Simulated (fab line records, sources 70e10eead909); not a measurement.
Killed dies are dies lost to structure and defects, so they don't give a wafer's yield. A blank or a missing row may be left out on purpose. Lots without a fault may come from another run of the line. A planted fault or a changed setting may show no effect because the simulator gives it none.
fab line records | flow nand_harc
record lots=6 wafers=18 last_day=33
route steps=1302 shown A_STAIRCASE@844 END@1302
lots that met no fault: from a run of the same line without faults
start_h: hours from the record's first day to the start of the lot's first wafer shown | wait_h: hours since the lot's step before | " the same as in the row above | L1.1+2: a row that stands for several wafers | - no value, or no start given | * or withheld: withheld | < > ~ a bound
route shown NAME@n: a module of which the file shows steps, and the number in the route of the first | usual: mean/standard deviation of fault-free wafers | same: alike in all rows | chamber/n: place in a boat | sites: the reading at each site | _std_site: their standard deviation | _edge_site: outer sites' mean less inner sites' | radius_mm: how far each site lies from the wafer's centre | mask NAME#n: copy n | behind: the tool/chamber that last shaped the wafer | hold: why the lot was held/for how many hours/how that ended | device: the transistor (n, p or np) that didn't switch | end of line: the same wafers' tests at the end of the route | a step without rows: its recipe alone | killed: dies lost to structure and defects at the first sort, not the wafer's yield | map: a wafer's dies, x killed, . not, _ none there
set.NAME: the setting as run; set.NAME@STEP: as run at that earlier step | model.NAME: the simulator's own value behind a step, which no gauge read
lots at some steps of the route; a table a step, a row a wafer
services: from which hour (start_h, from the record's first day; less than 0 if before it) a tool's chamber was out of use, for how many hours, and why
## steps
# step NHARC_A_STAIRCASE_DEP_417
# recipe target_thk_a=600 step_coverage_pct=20 temp_c=400 target_thk_nm=60 flow_sccm=200 rf_w=450 material=Si3N4
# usual heater_power_w=762/110 rf_fwd_power_W=448.9/1.4 susceptor_temp_C=399.98/0.2
# columns lot.wafer tool chamber start_h wait_h heater_power_w rf_fwd_power_W susceptor_temp_C
L227.3 pecvd-03 0 429.27 - 841 447.3 400.05
L227.4 " 2 " " 609 450.5 400.06
L227.6 " 1 " " 761 447.9 400.09
L228.3 pecvd-01 0 446.83 - 873 447.0 399.99
L228.4 " 2 " " 595 448.7 400.14
L228.6 " 1 " " 902 449.2 399.88
L232.6 pecvd-03 2 499.27 - 653 449.5 399.99
L232.4 " 0 " " 803 450.4 399.95
L232.5 " 1 " " 824 446.8 399.85
L233.1 pecvd-03 1 511.03 - 821 446.6 400.10
L233.5 " 1 " " 822 446.2 400.31
L233.4 " 2 " " 641 447.4 399.92
L244.2 pecvd-02 0 611.53 - 686 450.1 400.03
L244.1 " 1 " " 981 449.0 400.07
L244.5 " 1 " " 963 448.8 400.03
L246.3 pecvd-03 1 623.49 - 829 448.1 399.80
L246.4 " 0 " " 791 448.6 400.22
L246.5 " 1 " " 840 448.3 399.52
# step NHARC_A_STAIRCASE_WET_418
# recipe temp_c=160 target_depth_a=200 chemistry=H3PO4
# step NHARC_A_STAIRCASE_PRECLEAN_419
# recipe time_s=* temp_c=50 bath_age_min=0 chemistry=SC1
# step NHARC_A_STAIRCASE_SRD_421
# step NHARC_A_STAIRCASE_ALD_420
# recipe target_thk_a=200 pulse_time_s=6 ald_cycles=200 temp_c=300 material=SiO2
# usual heater_power_w=481/43 precursor_pulse_height_rel=1.000/0.02 susceptor_temp_C=300.01/0.21
# columns lot.wafer tool chamber start_h wait_h heater_power_w precursor_pulse_height_rel susceptor_temp_C
L227.4 ald_hk-03 0 433.84 - 463 1.005 300.19
L227.3 " 2 " " 410 1.004 299.87
L227.6 " 1 " " 449 1.015 299.89
L228.3 ald_hk-03 0 449.81 - 471 1.010 299.78
L228.4 " 2 " " 425 0.980 299.70
L228.6 " 0 " " 483 1.013 299.81
L232.4 ald_hk-04 0 502.17 - 513 1.013 300.12
L232.5 " 2 " " 412 1.015 299.75
L232.6 " 3 " " 520 0.983 299.55
L233.4 ald_hk-04 0 513.90 - 528 1.007 300.42
L233.1 " 1 " " 487 1.043 299.84
L233.5 " 3 " " 535 0.966 300.06
L244.1 ald_hk-01 1 614.40 - 501 1.005 300.13
L244.2 " 3 " " 450 0.980 300.12
L244.5 " 0 " " 509 1.002 300.15
L246.4 ald_hk-03 3 626.13 - 488 1.048 -
L246.3 " 0 " " 473 1.003 -
L246.5 " 0 " " 471 0.995 -
# step NHARC_A_STAIRCASE_CVD_552
# recipe target_thk_a=400 temp_c=700 pressure_mtorr=300 material=SiNx
# step NHARC_A_STAIRCASE_DEP_151
# recipe target_thk_a=72000 temp_c=400 target_thk_nm=7200 teos_flow_sccm=200 rf_w=500 material=SiO2
# usual heater_power_w=705/120 rf_fwd_power_W=499.5/1.4 susceptor_temp_C=400.02/0.22
# columns lot.wafer tool chamber start_h wait_h heater_power_w rf_fwd_power_W susceptor_temp_C
L227.3 pecvd-03 1 443.03 0.5 668 498.3 400.01
L227.6 " 0 " " 675 499.9 399.79
L227.4 " 1 " " 675 499.6 399.84
L228.3 pecvd-03 2 457.95 0.6 616 498.0 400.08
L228.4 " 0 " " 674 501.4 400.56
L228.6 " 2 " " 530 496.6 400.25
L232.4 pecvd-03 1 510.27 0.7 672 499.9 400.27
L232.5 " 2 " " 542 500.6 400.37
L232.6 " 0 " " 661 497.1 399.81
L233.1 pecvd-01 2 521.92 0.4 546 499.5 399.94
L233.4 " 2 " " 530 498.7 400.06
L233.5 " 0 " " 692 499.1 400.04
L244.1 pecvd-02 1 622.33 0.4 921 499.0 400.22
L244.2 " 0 " " 708 500.2 399.81
L244.5 " 2 " " 531 498.6 400.23
L246.3 pecvd-03 2 634.47 0.6 700 500.5 400.07
L246.4 " 1 " " 664 500.1 399.93
L246.5 " 2 " " 555 500.0 399.92
# step NHARC_A_STAIRCASE_ANNEAL_320
# recipe temp_c=750 time_s=1800
# step NHARC_A_STAIRCASE_DEP_322
# recipe target_thk_a=72000 temp_c=400 target_thk_nm=7200 teos_flow_sccm=200 rf_w=500 material=SiO2
# usual heater_power_w=702/120 rf_fwd_power_W=499.4/1.4 susceptor_temp_C=399.98/0.21
# columns lot.wafer tool chamber start_h wait_h heater_power_w rf_fwd_power_W susceptor_temp_C
L227.3 pecvd-03 0 452.02 0.3 699 500.3 399.58
L227.6 " 1 " " 658 501.2 399.94
L227.4 " 0 " " 666 502.0 399.82
L228.3 pecvd-02 1 462.25 0.2 836 499.9 399.79
L228.6 " 0 " " 667 500.6 399.60
L228.4 " 1 " " 816 500.2 399.64
L232.4 pecvd-03 0 523.22 0.4 668 498.4 399.83
L232.6 " 1 " " 666 502.1 400.21
L232.5 " 2 " " 534 499.1 400.29
L233.1 pecvd-01 0 529.13 0.2 833 496.3 399.88
L233.5 " 2 " " 540 498.3 399.83
L233.4 " 1 " " 786 497.0 399.86
L244.2 pecvd-02 1 627.36 0.2 823 498.5 400.01
L244.1 " 2 " " 617 500.1 400.18
L244.5 " 1 " " 813 499.5 400.01
L246.3 pecvd-02 2 643.35 0.2 659 500.7 400.00
L246.5 " 2 " " 524 502.0 399.83
L246.4 " 0 " " 612 499.2 400.12
# step NHARC_A_STAIRCASE_ANNEAL_323
# recipe temp_c=750 time_s=1800
# step NHARC_A_STAIRCASE_DEP_325
# recipe target_thk_a=72000 temp_c=400 target_thk_nm=7200 teos_flow_sccm=200 rf_w=500 material=SiO2
# usual heater_power_w=701/110 rf_fwd_power_W=499.5/1.2 susceptor_temp_C=400.05/0.22
# columns lot.wafer tool chamber start_h wait_h heater_power_w rf_fwd_power_W susceptor_temp_C
L227.3 pecvd-01 0 459.22 0.2 836 499.1 399.98
L227.4 " 2 " " 560 499.3 400.08
L227.6 " 1 " " 748 498.9 399.83
L228.3 pecvd-03 0 469.29 0.1 731 498.1 399.75
L228.6 " 0 " " 681 500.5 399.99
L228.4 " 2 " " 536 498.2 400.15
L232.6 pecvd-03 0 530.57 0.3 671 498.4 400.13
L232.5 " 1 " " 656 500.8 399.71
L232.4 " 2 " " 527 500.3 400.00
L233.1 pecvd-03 0 536.41 0.2 722 499.1 400.29
L233.5 " 0 " " 678 498.2 399.90
L233.4 " 1 " " 671 499.3 399.93
L244.2 pecvd-02 0 635.12 0.1 756 501.3 399.72
L244.1 " 2 " " 652 500.3 400.64
L244.5 " 1 " " 799 500.4 400.08
L246.3 pecvd-01 2 650.54 0.2 572 500.2 400.35
L246.5 " 2 " " 530 501.4 400.21
L246.4 " 0 " " 682 500.7 399.95
# step NHARC_A_STAIRCASE_ANNEAL_326
# recipe temp_c=750 time_s=1800
# step NHARC_END_SORT_01
# recipe temp_c=25
# usual killed_at_array=59/16 killed_at_other=0.8/1.1 killed_at_periphery=3.6/2.4 killed_dies=64/16 killed_open=3.4/1.8 killed_short=2.5/1.6
# same gross_dies=677
# columns lot.wafer tool chamber start_h wait_h hold killed_at_array killed_at_other killed_at_periphery killed_dies killed_open killed_short
L227.3 prober-01 0 596.21 3.1 - 44 1 4 49 2 3
L227.4 prober-01 0 597.00 3.4 - 46 4 3 53 3 3
L227.6 prober-01 0 598.59 4.0 - 52 0 2 54 5 1
L228.3 prober-02 0 615.20 3.1 - 75 0 2 77 2 0
L228.4 prober-02 0 616.01 3.4 - 47 1 2 50 4 2
L228.6 prober-02 0 617.62 4.0 - 68 2 3 73 7 6
L233.1 prober-02 0 697.89 2.5 await_dispo/5.2h/scrap 675 0 2 677 1 4
L233.4 prober-02 0 700.32 3.4 await_dispo/5.2h/scrap 675 2 0 677 0 1
L233.5 prober-02 0 701.13 3.7 await_dispo/5.2h/scrap 672 0 5 677 5 2
L232.4 prober-02 0 705.90 3.4 - 672 2 3 677 1 5
L232.5 prober-02 0 706.70 3.7 - 669 1 7 677 4 1
L232.6 prober-02 0 707.50 4.0 - 667 1 9 677 5 3
# killed by level:class
L227.3 A_CHANNEL_HOLE_D2:chamber_film_flake=31 A_CHANNEL_HOLE_D1:chamber_film_flake=4 A_CONTACT:chamber_film_flake=4 P_GATE:chamber_film_flake=2 P_CONTACT:geometric_particle:open=1 A_CHANNEL_FILL_D1:geometric_particle:short=1 A_CHANNEL_FILL_D2:geometric_particle:short=1 A_WL_FILL:geometric_particle:short=1
L227.4 A_CHANNEL_HOLE_D2:chamber_film_flake=28 A_CHANNEL_HOLE_D1:chamber_film_flake=5 THIN_TSV:chamber_film_flake=4 P_GATE:chamber_film_flake=3 A_WL_FILL:geometric_particle:short=2 A_STAIRCASE:chamber_film_flake=2 A_CONTACT:chamber_film_flake=2 A_ONON_D2:geometric_particle:open=1
L227.6 A_CHANNEL_HOLE_D2:chamber_film_flake=36 A_CHANNEL_HOLE_D1:chamber_film_flake=5 A_STAIRCASE:chamber_film_flake=3 A_WL_FILL:geometric_particle:open=2 A_CONTACT:chamber_film_flake=2 P_GATE:geometric_particle:open=1 A_CHANNEL_FILL_D1:geometric_particle:short=1 A_CHANNEL_FILL_D2:geometric_particle:open=1
L228.3 A_CHANNEL_HOLE_D1:chamber_film_flake=41 A_CHANNEL_HOLE_D2:chamber_film_flake=17 A_STAIRCASE:chamber_film_flake=8 P_ZERO_WELL:chamber_film_flake=2 A_CHANNEL_FILL_D1:chamber_film_flake=2 A_SLIT:chamber_film_flake=2 A_ONON_D2:geometric_particle:open=1 A_CONTACT:geometric_particle:open=1
L228.4 A_CHANNEL_HOLE_D1:chamber_film_flake=29 A_CHANNEL_HOLE_D2:chamber_film_flake=6 A_STAIRCASE:chamber_film_flake=3 A_SOURCE_PLATE:geometric_particle:open=1 A_CHANNEL_FILL_D1:geometric_particle:open=1 A_DECK1_JOINT:chamber_film_flake=1 A_DECK1_JOINT:geometric_particle:short=1 A_CHANNEL_HOLE_D2:geometric_particle:short=1
L228.6 A_CHANNEL_HOLE_D1:chamber_film_flake=42 A_CHANNEL_HOLE_D2:chamber_film_flake=5 A_STAIRCASE:chamber_film_flake=4 A_CHANNEL_FILL_D1:geometric_particle:short=2 A_CONTACT:chamber_film_flake=2 THIN_TSV:chamber_film_flake=2 P_CONTACT:geometric_particle:open=1 P_M0:geometric_particle:open=1
L233.1 A_STAIRCASE:area_dep=601 A_SLIT:chamber_film_flake=34 A_CHANNEL_HOLE_D1:chamber_film_flake=30 A_CONTACT:chamber_film_flake=3 P_M0:chamber_film_flake=2 A_SOURCE_PLATE:geometric_particle:short=1 A_DECK1_JOINT:geometric_particle:short=1 A_CHANNEL_FILL_D2:geometric_particle:short=1
L233.4 A_STAIRCASE:area_dep=615 A_CHANNEL_HOLE_D1:chamber_film_flake=27 A_SLIT:chamber_film_flake=26 A_STAIRCASE:chamber_film_flake=2 A_CHANNEL_FILL_D1:chamber_film_flake=2 A_CONTACT:chamber_film_flake=2 THIN_TSV:chamber_film_flake=2 A_CONTACT:geometric_particle:short=1
L233.5 A_STAIRCASE:area_dep=584 A_SLIT:chamber_film_flake=40 A_CHANNEL_HOLE_D1:chamber_film_flake=38 P_M0:chamber_film_flake=2 A_DECK1_JOINT:chamber_film_flake=2 A_WL_FILL:chamber_film_flake=2 P_GATE:geometric_particle:open=1 P_M0:geometric_particle:open=1
L232.4 A_STAIRCASE:area_dep=605 A_CHANNEL_HOLE_D1:chamber_film_flake=32 A_CHANNEL_HOLE_D2:chamber_film_flake=21 A_CONTACT:chamber_film_flake=3 P_M0:chamber_film_flake=3 A_STAIRCASE:chamber_film_flake=3 A_WL_FILL:geometric_particle:short=2 STARTING-WAFER:geometric_particle:short=2
L232.5 A_STAIRCASE:area_dep=617 A_CHANNEL_HOLE_D1:chamber_film_flake=20 A_CHANNEL_HOLE_D2:chamber_film_flake=15 P_M0:chamber_film_flake=5 A_DECK1_JOINT:chamber_film_flake=5 A_CONTACT:chamber_film_flake=4 A_STAIRCASE:chamber_film_flake=2 P_M2:geometric_particle:open=1
L232.6 A_STAIRCASE:area_dep=604 A_CHANNEL_HOLE_D1:chamber_film_flake=30 A_CHANNEL_HOLE_D2:chamber_film_flake=15 P_M0:chamber_film_flake=6 A_CONTACT:chamber_film_flake=4 A_STAIRCASE:chamber_film_flake=4 A_DECK1_JOINT:chamber_film_flake=3 A_WL_FILL:geometric_particle:open=2
# map L232.4 (x killed, . not)
____________x____________
_________xxxxxxx_________
_______xxxxxxxxxxx_______
______xxxxxxxxxxxxx______
_____xxxxxxxxxxxxxxx_____
____xxxxxxxxxxxxxxxxx____
____xxxxxxxxxxxxxxxxx____
___xxxxxxxxxxxxxxxxxxx___
___xxxxxxxxxxxxxxxxxxx___
__xxxxxxxxxxxxxxxxxxxxx__
__xxxxxxxxxxxxxxxxxxxxx__
_xxxxxxxxxxxxxxxxxxxxxxx_
_xxxxxxxxxxxxxxxxxxxxxxx_
_xxxxxxxxxxxxxxxxxxxxxxx_
_xxxxxxxxxxxxxxxxxxxxxxx_
_xxxxxxxxxxxxxxxxxxxxxxx_
xxxxxxxxxxxxxxxxxxxxxxxxx
xxxxxxxxxxxxxxxxxxxxxxxxx
xxxxxxxxxxxxxxxxxxxxxxxxx
xxxxxxxxxxxxxxxxxxxxxxxxx
xxxxxxxxxxxxxxxxxxxxxxxxx
_xxxxxxxxxxxxxxxxxxxxxxx_
_xxxxxxxxxxxxxxxxxxxxxxx_
_xxxxxxxxxxxxxxxxxxxxxxx_
_xxxxxxxxxxxxxxxxxxxxxxx_
_xxxxxxxxxxxxxxxxxxxxxxx_
__xxxxxxxxxxxxxxxxxxxxx__
__xxxxxxxxxxxxxxxxxxxxx__
___xxxxxxxxxxxxxxxxxxx___
___xxxxxxxxxxxxxxxxxxx___
____xxxxxxxxxxxxxxxxx____
____xxxxxxxxxxxxxxxxx____
_____xxxxxxxxxxxxxxx_____
______xxxxxxxxxxxxx______
_______xxxxxxxxxxx_______
_________xxxxxxx_________
____________x____________
# map L233.1 (x killed, . not)
____________x____________
_________xxxxxxx_________
_______xxxxxxxxxxx_______
______xxxxxxxxxxxxx______
_____xxxxxxxxxxxxxxx_____
____xxxxxxxxxxxxxxxxx____
____xxxxxxxxxxxxxxxxx____
___xxxxxxxxxxxxxxxxxxx___
___xxxxxxxxxxxxxxxxxxx___
__xxxxxxxxxxxxxxxxxxxxx__
__xxxxxxxxxxxxxxxxxxxxx__
_xxxxxxxxxxxxxxxxxxxxxxx_
_xxxxxxxxxxxxxxxxxxxxxxx_
_xxxxxxxxxxxxxxxxxxxxxxx_
_xxxxxxxxxxxxxxxxxxxxxxx_
_xxxxxxxxxxxxxxxxxxxxxxx_
xxxxxxxxxxxxxxxxxxxxxxxxx
xxxxxxxxxxxxxxxxxxxxxxxxx
xxxxxxxxxxxxxxxxxxxxxxxxx
xxxxxxxxxxxxxxxxxxxxxxxxx
xxxxxxxxxxxxxxxxxxxxxxxxx
_xxxxxxxxxxxxxxxxxxxxxxx_
_xxxxxxxxxxxxxxxxxxxxxxx_
_xxxxxxxxxxxxxxxxxxxxxxx_
_xxxxxxxxxxxxxxxxxxxxxxx_
_xxxxxxxxxxxxxxxxxxxxxxx_
__xxxxxxxxxxxxxxxxxxxxx__
__xxxxxxxxxxxxxxxxxxxxx__
___xxxxxxxxxxxxxxxxxxx___
___xxxxxxxxxxxxxxxxxxx___
____xxxxxxxxxxxxxxxxx____
____xxxxxxxxxxxxxxxxx____
_____xxxxxxxxxxxxxxx_____
______xxxxxxxxxxxxx______
_______xxxxxxxxxxx_______
_________xxxxxxx_________
____________x____________
## services
# columns tool chamber start_h hours kind
pecvd-02 - 408.24 13.0 pm
pecvd-02 0 408.24 13.0 vent_cycle
pecvd-02 1 408.24 13.0 vent_cycle
pecvd-02 2 408.24 13.0 vent_cycle
pecvd-02 0 421.24 - clean
pecvd-02 1 421.24 - clean
pecvd-02 2 421.24 - clean
ald_hk-01 - 482.64 10.0 pm
pecvd-01 - 488.48 5.4 repair
ald_hk-03 - 501.33 2.7 repair
pecvd-03 - 547.61 13.0 pm
pecvd-03 0 547.61 13.0 vent_cycle
pecvd-03 1 547.61 13.0 vent_cycle
pecvd-03 2 547.61 13.0 vent_cycle
pecvd-03 0 560.61 - clean
pecvd-03 1 560.61 - clean
pecvd-03 2 560.61 - clean
ald_hk-03 - 576.03 10.0 pm
pecvd-02 - 589.24 13.0 pm
pecvd-02 0 589.24 13.0 vent_cycle
pecvd-02 1 589.24 13.0 vent_cycle
pecvd-02 2 589.24 13.0 vent_cycle
pecvd-03 1 603.37 4.4 repair
ald_hk-04 - 612.65 10.0 pm
## key
first_sign step=NHARC_END_SORT_01 reading=killed_dies direction=up sigmas=39 usual=64 struck=677
effect step=NHARC_END_SORT_01 reading=killed_at_array direction=up sigmas=38 usual=59 struck=672
more_kills_born_at NHARC_A_STAIRCASE_DEP_325@pecvd-03=3626
met_at NHARC_A_STAIRCASE_DEP_325
struck_wafers L232.4,L232.5,L232.6,L233.1,L233.4,L233.5
later_rows_left_out L232.4,L232.5,L232.6,L233.1,L233.4,L233.5
tester_left_out L232,L233
onset_between 469.29 530.57
also_fits NHARC_A_STAIRCASE_ALD_420:ald_hk-04
fault kind=process_parameter_drift tool=pecvd-03 chamber=- onset_h=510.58 steps=NHARC_A_STAIRCASE_DEP_325 channel=target_thk_nm offset=-3214.9 shape=step end_h=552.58 acts_in=these_recipes_only stated=7200
# tester_left_out: of these lots the tester's yield and bins aren't shown, on N5 and GAA mostly nor the transistor test; their killed dies are dies lost to structure and defects alone, not to doping, threshold or leakage, so they don't give the yield
# later_rows_left_out: the simulator's readings of these wafers behind a module that went badly wrong aren't trusted and aren't shown, but for the sort
